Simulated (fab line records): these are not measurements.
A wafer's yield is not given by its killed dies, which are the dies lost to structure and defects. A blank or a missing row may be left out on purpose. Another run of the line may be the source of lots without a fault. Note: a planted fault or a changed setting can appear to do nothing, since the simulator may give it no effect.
Which tool was responsible?    flow n5Finfet    72 wafers from 24 lots sampled at 6 of the route's 1938 steps

WHAT THE GAUGES READ, wafer by wafer
N5_STI_FIN_REVEAL_THK_MEAS_05.
lot   measured     on            thkNm (nm)
L074  day 2 09:32  filmMetro-02  130.5 132.4 133.1
L075  day 2 15:33  filmMetro-01  132.4 131.6 131.2
L076  day 2 20:58  filmMetro-01  130.4 130.6 133.1
L077  day 3 03:58  filmMetro-02  129.9 132.4 133.6
L078  day 3 09:47  filmMetro-02  132.0 132.0 130.9
L079  day 3 15:53  filmMetro-02  132.1 133.2 133.7
L080  day 3 21:31  filmMetro-02  130.9 133.2 133.4
L081  day 4 06:16  filmMetro-01  131.3 133.7 130.9
L082  day 4 09:05  filmMetro-02  130.8 132.3 132.5
L083  day 4 15:38  filmMetro-02  129.7 130.3 129.0
L084  day 4 22:57  filmMetro-02  131.5 131.4 129.6
L085  day 5 07:13  filmMetro-02  129.5 130.1 130.4
L086  day 5 10:08  filmMetro-02  135.0 133.0 132.3
L087  day 5 16:15  filmMetro-02  131.9 132.6 131.7
L088  day 5 22:26  filmMetro-01  133.9 133.5 131.2
L089  day 6 07:34  filmMetro-01  131.6 132.0 128.7
L090  day 6 08:29  filmMetro-01  130.2 129.3 128.7
L091  day 6 16:08  filmMetro-01  131.7 131.1 134.0
L092  day 6 22:08  filmMetro-02  131.5 134.0 131.1
L093  day 7 04:37  filmMetro-01  131.6 131.4 132.1
L094  day 7 09:12  filmMetro-01  130.0 131.5 129.6
L095  day 7 15:08  filmMetro-02  133.9 132.5 130.7
L096  day 7 20:56  filmMetro-01  133.8 133.2 130.9
L097  day 8 03:07  filmMetro-02  131.5 130.2 133.2

N5_DUMMY_GATE_CD_MEAS_24 targets a cd of 15 nm.
lot   measured     on        cdNm (nm)
L074  day 3 00:50  cdSem-03  14.4 14.9 15.2
L075  day 3 04:56  cdSem-03  14.9 14.5 14.5
L076  day 3 10:22  cdSem-01  14.8 14.2 14.8
L077  day 3 17:56  cdSem-03  15.1 15.1 14.7
L078  day 4 01:11  cdSem-03  14.9 14.0 14.3
L079  day 4 05:11  cdSem-03  15.7 15.3 15.3
L080  day 4 11:11  cdSem-02  14.7 14.2 14.3
L081  day 4 19:16  cdSem-03  15.2 15.4 14.7
L082  day 4 22:11  cdSem-01  15.2 15.0 15.4
L083  day 5 04:32  cdSem-02  15.6 14.6 14.5
L084  day 5 12:18  cdSem-03  15.3 14.9 14.3
L085  day 5 20:13  cdSem-02  14.6 15.1 14.4
L086  day 6 00:55  cdSem-01  15.0 15.1 15.4
L087  day 6 05:35  cdSem-03  14.5 14.6 14.8
L088  day 6 12:37  cdSem-02  14.7 15.3 15.0
L089  day 6 20:37  cdSem-01  14.8 15.3 15.2
L090  day 6 21:19  cdSem-02  14.6 15.5 14.9
L091  day 7 05:13  cdSem-02  15.0 14.6 15.3
L092  day 7 11:03  cdSem-01  14.7 14.8 14.8
L093  day 7 17:42  cdSem-02  14.3 14.8 14.5
L094  day 7 22:05  cdSem-03  14.9 15.4 15.0
L095  day 8 04:05  cdSem-03  15.2 15.0 14.9
L096  day 8 11:59  cdSem-03  15.7 15.2 14.9
L097  day 8 16:55  cdSem-01  14.5 14.2 14.3

N5_SD_EPI_N_INSPECT_11: inspects for defects (macro).
lot   measured     on                rawDefectCount
L074  day 3 02:10  defectInspect-02  4 1 1
L075  day 3 06:08  defectInspect-01  3 1 1
L076  day 3 11:43  defectInspect-01  4 3 2
L077  day 3 20:11  defectInspect-02  1 4 3
L078  day 4 02:30  defectInspect-01  6 5 1
L079  day 4 06:45  defectInspect-02  1 3 5
L080  day 4 12:26  defectInspect-01  3 5 5
L081  day 4 21:06  defectInspect-02  2 2 2
L082  day 5 00:13  defectInspect-01  4 1 2
L083  day 5 06:05  defectInspect-02  1 2 1
L084  day 5 13:38  defectInspect-02  4 2 0
L085  day 5 21:31  defectInspect-02  2 3 0
L086  day 6 02:38  defectInspect-01  1 7 4
L087  day 6 06:52  defectInspect-01  0 2 2
L088  day 6 13:58  defectInspect-01  4 1 0
L089  day 6 21:58  defectInspect-01  4 2 1
L090  day 6 22:40  defectInspect-02  4 2 1
L091  day 7 06:40  defectInspect-01  0 2 1
L092  day 7 12:30  defectInspect-01  2 1 3
L093  day 7 19:08  defectInspect-02  0 2 0
L094  day 7 23:25  defectInspect-01  2 1 3
L095  day 8 05:39  defectInspect-02  1 2 2
L096  day 8 13:20  defectInspect-02  2 5 3
L097  day 8 18:33  defectInspect-01  3 2 5

EACH LOT AND THE TOOL THAT RAN IT (in order: tool; ch and the chambers of the sampled wafers; start)
lot   N5_FIN_CUT_CUT_ETCH_15          N5_DUMMY_GATE_ETCH_32           N5_SPACER0_ALD_08
L074  rieSi-02 ch 0,2,3, day 2 02:59  rieSi-06 ch 0,2,3, day 3 00:38  aldSin-02 ch 0,1,2, day 3 01:34
L075  rieSi-01 ch 0,1,3, day 2 09:50  rieSi-01 ch 0,1,3, day 3 04:43  aldSin-02 ch 0,2,3, day 3 05:39
L076  rieSi-06 ch 0,1,3, day 2 15:16  rieSi-01 ch 0,3, day 3 10:10    aldSin-02 ch 0,1, day 3 11:06
L077  rieSi-01 ch 0,2,3, day 2 22:14  rieSi-01 ch 1,2,3, day 3 17:44  aldSin-02 ch 1,2, day 3 19:35
L078  rieSi-06 ch 0,1,2, day 3 03:17  rieSi-06 ch 1,2,3, day 4 00:59  aldSin-01 ch 2,3, day 4 02:01
L079  rieSi-06 ch 0,1,3, day 3 09:28  rieSi-02 ch 0,1,2, day 4 04:59  aldSin-04 ch 0,3, day 4 06:16
L080  rieSi-01 ch 0,1, day 3 15:13    rieSi-01 ch 0,1,3, day 4 10:59  aldSin-02 ch 0,1,3, day 4 11:56
L081  rieSi-06 ch 1,3, day 3 23:56    rieSi-06 ch 0,3, day 4 19:04    aldSin-01 ch 1,3, day 4 20:29
L082  rieSi-01 ch 0,2,3, day 4 03:18  rieSi-02 ch 0,1,2, day 4 21:59  aldSin-01 ch 1,2,3, day 4 23:44
L083  rieSi-02 ch 2,3, day 4 09:49    rieSi-06 ch 0,2,3, day 5 04:20  aldSin-01 ch 1,2, day 5 05:28
L084  rieSi-01 ch 0,1, day 4 15:49    rieSi-02 ch 0,2, day 5 12:06    aldSin-01 ch 0,2, day 5 13:02
L085  rieSi-06 ch 0,3, day 5 01:23    rieSi-01 ch 1,3, day 5 20:00    aldSin-01 ch 0,2,3, day 5 21:02
L086  rieSi-02 ch 0,1,3, day 5 04:23  rieSi-06 ch 0,2,3, day 6 00:43  aldSin-04 ch 1,2,3, day 6 02:01
L087  rieSi-01 ch 0,1,2, day 5 10:32  rieSi-01 ch 0,1,3, day 6 05:23  aldSin-04 ch 1,2,3, day 6 06:23
L088  rieSi-01 ch 1,2,3, day 5 15:30  rieSi-01 ch 1,2,3, day 6 12:25  aldSin-04 ch 1,2,3, day 6 13:22
L089  rieSi-02 ch 0,2,3, day 6 01:48  rieSi-01 ch 0,2,3, day 6 20:25  aldSin-04 ch 1,2,3, day 6 21:21
L090  rieSi-01 ch 0,1,3, day 6 02:47  rieSi-02 ch 1,2,3, day 6 21:07  aldSin-04 ch 1,2, day 6 22:03
L091  rieSi-06 ch 0,1,3, day 6 09:48  rieSi-06 ch 0,1,3, day 7 05:01  aldSin-02 ch 0,2,3, day 7 06:03
L092  rieSi-01 ch 0,1, day 6 15:41    rieSi-06 ch 1,2,3, day 7 10:51  aldSin-04 ch 0,2,3, day 7 11:53
L093  rieSi-01 ch 0,1,3, day 6 21:55  rieSi-02 ch 2,3, day 7 17:30    aldSin-01 ch 0,1, day 7 18:32
L094  rieSi-01 ch 0,1, day 7 03:29    rieSi-06 ch 0,1, day 7 21:53    aldSin-02 ch 0,1,3, day 7 22:49
L095  rieSi-06 ch 0,2,3, day 7 09:26  rieSi-06 ch 1,2,3, day 8 03:53  aldSin-02 ch 0,1,3, day 8 05:02
L096  rieSi-02 ch 0,1,3, day 7 15:13  rieSi-01 ch 0,2,3, day 8 11:47  aldSin-02 ch 0,1,2, day 8 12:43
L097  rieSi-06 ch 0,3, day 7 21:20    rieSi-01 ch 1,2,3, day 8 16:43  aldSin-01 ch 0,2,3, day 8 17:56
- N5_FIN_CUT_CUT_ETCH_15: etches Si in HBr/Cl2/O2, target depth 100 nm, bt time 10 s, time 42.4 s.
- N5_DUMMY_GATE_ETCH_32: etches SiO2 in CF4, target depth 3.5 nm, time 3.9 s.
- N5_SPACER0_ALD_08: deposits SiNx, target thk 2 nm.

AS READ BY THE TOOLS THEMSELVES (means over the sampled wafers that have a number; for cases with no such wafer, the mark the record gives instead)
N5_FIN_CUT_CUT_ETCH_15.
lot   tool      chamberPressureMTorr (mTorr)  drypumpMotorCurrentA (A)  oesProductAu (a.u.)  throttleValvePct (%)
L074  rieSi-02  10.004                        5.6                       0.992                37.2
L075  rieSi-01  9.995                         5.7                       0.994                36.7
L076  rieSi-06  9.996                         5.5                       0.992                37.3
L077  rieSi-01  10.006                        5.8                       0.990                37.0
L078  rieSi-06  10.006                        5.5                       1.006                37.2
L079  rieSi-06  9.996                         5.5                       0.991                37.3
L080  rieSi-01  10.007                        6.1                       0.999                36.6
L081  rieSi-06  10.001                        5.8                       0.973                37.2
L082  rieSi-01  9.993                         5.8                       0.989                37.0
L083  rieSi-02  10.011                        5.8                       0.986                37.6
L084  rieSi-01  10.005                        6.1                       0.997                36.6
L085  rieSi-06  10.006                        5.1                       0.992                37.6
L086  rieSi-02  9.995                         5.3                       0.996                37.3
L087  rieSi-01  10.007                        5.7                       0.995                36.7
L088  rieSi-01  9.997                         5.4                       0.988                36.8
L089  rieSi-02  10.005                        5.6                       0.986                37.2
L090  rieSi-01  10.008                        5.7                       0.996                36.7
L091  rieSi-06  9.994                         5.5                       0.992                37.3
L092  rieSi-01  9.992                         5.6                       0.998                36.4
L093  rieSi-01  9.997                         5.7                       0.993                36.7
L094  rieSi-01  10.004                        6.1                       1.000                36.6
L095  rieSi-06  10.005                        5.1                       1.009                37.5
L096  rieSi-02  10.004                        5.3                       0.994                37.3
L097  rieSi-06  9.999                         5.2                       1.009                37.5

N5_DUMMY_GATE_ETCH_32.
lot   tool      chamberPressureMTorr (mTorr)  drypumpMotorCurrentA (A)  oesProductAu (a.u.)  throttleValvePct (%)
L074  rieSi-06  10.003                        5.1                       1.003                21.96
L075  rieSi-01  10.013                        5.7                       0.992                21.39
L076  rieSi-01  10.000                        6.1                       0.991                21.49
L077  rieSi-01  9.998                         5.3                       0.989                21.51
L078  rieSi-06  10.000                        5.4                       0.984                21.91
L079  rieSi-02  9.994                         5.6                       1.004                21.69
L080  rieSi-01  9.996                         5.7                       0.990                21.38
L081  rieSi-06  9.992                         5.2                       1.003                21.94
L082  rieSi-02  10.001                        5.6                       0.999                21.68
L083  rieSi-06  10.003                        5.1                       1.002                21.97
L084  rieSi-02  10.010                        5.4                       0.994                21.45
L085  rieSi-01  9.997                         5.3                       0.977                21.42
L086  rieSi-06  10.007                        5.1                       1.001                21.97
L087  rieSi-01  10.002                        5.6                       0.985                21.40
L088  rieSi-01  10.002                        5.3                       1.001                21.51
L089  rieSi-01  10.007                        5.8                       1.014                21.61
L090  rieSi-02  9.998                         5.8                       0.996                22.04
L091  rieSi-06  9.993                         5.5                       0.985                21.88
L092  rieSi-06  10.005                        5.4                       0.985                21.90
L093  rieSi-02  10.003                        5.8                       0.979                22.15
L094  rieSi-06  9.998                         5.9                       0.993                21.80
L095  rieSi-06  10.003                        5.4                       0.986                21.91
L096  rieSi-01  10.000                        5.8                       1.001                21.61
L097  rieSi-01  10.001                        5.4                       0.995                21.52

N5_SPACER0_ALD_08.
lot   tool       heaterPowerW (W)
L074  aldSin-02  856
L075  aldSin-02  859
L076  aldSin-02  840
L077  aldSin-02  862
L078  aldSin-01  721
L079  aldSin-04  812
L080  aldSin-02  871
L081  aldSin-01  758
L082  aldSin-01  747
L083  aldSin-01  775
L084  aldSin-01  733
L085  aldSin-01  765
L086  aldSin-04  782
L087  aldSin-04  783
L088  aldSin-04  779
L089  aldSin-04  777
L090  aldSin-04  777
L091  aldSin-02  861
L092  aldSin-04  857
L093  aldSin-01  836
L094  aldSin-02  876
L095  aldSin-02  860
L096  aldSin-02  848
L097  aldSin-01  765

THE ANSWER, worked out from the rows above alone
Rule: the usual values come from the lots themselves. Put in order of their means at a reading, lots are off if they are a third of the lots or fewer, leave a main group of 4 or more, and stand apart from it by a gap of 3 or more times the standard deviation of the main group's means; of several such gaps the widest counts. A main group whose means are all the same, to the digits that the tables above print for the reading, isn't used. A lot without any number at a reading at which 4 lots or more have one is off too. The other lots that the step has rows for count as sound. After the gauges, taken in route order, come the tools' own readings; for these a lot's mean is taken, as printed above. The first step at which some lot is off is used, and at that step the reading that is off furthest; a lot without a number counts as furthest.
Across all readings shown, no lot is off: no conclusion can be drawn from this.

WHAT WAS PUT IN BY THE SIMULATOR
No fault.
